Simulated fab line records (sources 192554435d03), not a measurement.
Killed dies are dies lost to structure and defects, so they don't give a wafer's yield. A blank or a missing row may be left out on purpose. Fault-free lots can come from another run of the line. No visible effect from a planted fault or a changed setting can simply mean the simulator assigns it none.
One fault through the eyes of 3 desks    flow n5-finfet    each desk holds nothing but its own numbers, with what lay behind them at the end

== TOOL OWNER'S DESK, pecvd-01 ==
The tool's own readings at N5_FIN_SAQP_PECVD_48 (deposits SiNx from SiH4/NH3/N2, target thk 25 nm, time 22.1 s): means of the sampled wafers that have a number, for each lot that ran on this tool. Marked OUT: a lot whose mean sits more than 4 standard deviations from the usual mean, which makes it out of limits; the brackets give that distance.
Columns: A = heater-power-w at N5_FIN_SAQP_PECVD_48, usual 756 W; B = showerhead-plenum-p-Torr at N5_FIN_SAQP_PECVD_48, usual 5.10 Torr; C = throttle-valve-pct at N5_FIN_SAQP_PECVD_48, usual 40.3 %
lot   first seen here  A    B     C
L649  day 2 15:00      746  5.05  39.7
L651  day 3 02:43      803  5.07  39.9
L655  day 4 04:38      797  5.07  39.9
L658  day 4 21:22      816  5.08  40.0
This desk's finding: nothing out of limits on any of the 4 lots.

== THE DEFECT DESK ==
Per lot, the means of the sampled wafers with a number show what the inspections along the route counted. Marked OUT: a lot whose mean sits more than 4 standard deviations from the usual mean, which makes it out of limits; the brackets give that distance.
Columns: A = raw-defect-count at N5_FIN_SAQP_INSPECT_18, usual 473; B = raw-defect-count at N5_FIN_SAQP_INSPECT_40, usual 248; C = raw-defect-count at N5_FIN_CUT_INSPECT_10, usual 45
lot   first seen here  A                B                C
L649  day 2 15:41      471              203              38
L651  day 3 03:23      484              229              41
L655  day 4 05:11      1251 (+6.5) OUT  951 (+8.5) OUT   775 (+49) OUT
L657  day 4 20:11      488              218              41
L658  day 4 22:03      1183 (+5.9) OUT  1033 (+9.5) OUT  768 (+48) OUT
L661  day 5 16:19      474              283              42
L662  day 5 22:00      553              248              45
L667  day 7 04:18      406              247              51
L669  day 7 15:59      578              237              43
This desk's finding: out of limits on L655, L658; first on L655, day 4 05:11 (raw-defect-count at N5_FIN_SAQP_INSPECT_18). L649, L651, L657, L661, L662, L667, L669 stayed within limits.

== AT THE METROLOGY DESK ==
Lot by lot, what the gauges showed, no matter which tool ran the lot: averages of those sampled wafers that carry a number. Marked OUT: a lot whose mean sits more than 4 standard deviations from the usual mean, which makes it out of limits; the brackets give that distance. Readings shown: 7 of its 10, picked as those furthest out on some lot.
Columns: A = IOFF_P at N5_BEOL_M4_RC_MEAS_101, usual 0.22 nA/um; B = ION_N at N5_BEOL_M4_RC_MEAS_101, usual 675 uA/um; C = ION_P at N5_BEOL_M4_RC_MEAS_101, usual 465 uA/um; D = SS_N at N5_BEOL_M4_RC_MEAS_101, usual 71.5 mV/dec; E = SS_P at N5_BEOL_M4_RC_MEAS_101, usual 73.2 mV/dec; F = VT_N at N5_BEOL_M4_RC_MEAS_101, usual 250 mV; G = VT_P at N5_BEOL_M4_RC_MEAS_101, usual -249 mV
lot   first seen here  A     B    C    D     E     F    G
L649  day 9 04:04      0.22  678  464  71.5  73.6  246  -249
L651  day 9 17:11      0.24  674  462  72.3  74.0  249  -249
L655  day 10 09:11     0.25  677  471  70.9  73.9  245  -248
L657  day 11 05:33     0.25  675  474  71.2  72.7  250  -245
L658  day 11 16:47     0.28  698  481  71.7  73.5  247  -244
L662  day 12 00:33     0.20  665  462  71.2  72.0  252  -248
L661  day 12 00:40     0.21  681  469  71.6  72.7  252  -248
L667  day 13 07:56     0.19  672  453  71.9  73.8  255  -253
L669  day 14 02:49     0.17  665  453  71.3  72.8  255  -255
This desk's finding: nothing out of limits on any of the 9 lots.

== PUT TOGETHER ==
The defect desk could have raised an alarm at day 4 05:11, on L655, L658.
The tool owner's desk saw nothing out of limits.
From the metrology desk's view, nothing was out of limits.
On record at the tool owner's desk: L655, L658, within its limits.
The metrology desk holds a record of L655, L658, inside its limits.
Of the lots named, all ran N5_FIN_SAQP_PECVD_48 on pecvd-01.

== WHAT WAS PUT IN BY THE SIMULATOR ==
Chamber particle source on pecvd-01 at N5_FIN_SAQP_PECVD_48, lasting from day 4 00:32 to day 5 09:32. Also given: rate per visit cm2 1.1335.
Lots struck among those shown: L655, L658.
Hours from the fault's start to each desk's first reading out of limits: the defect desk, 5.
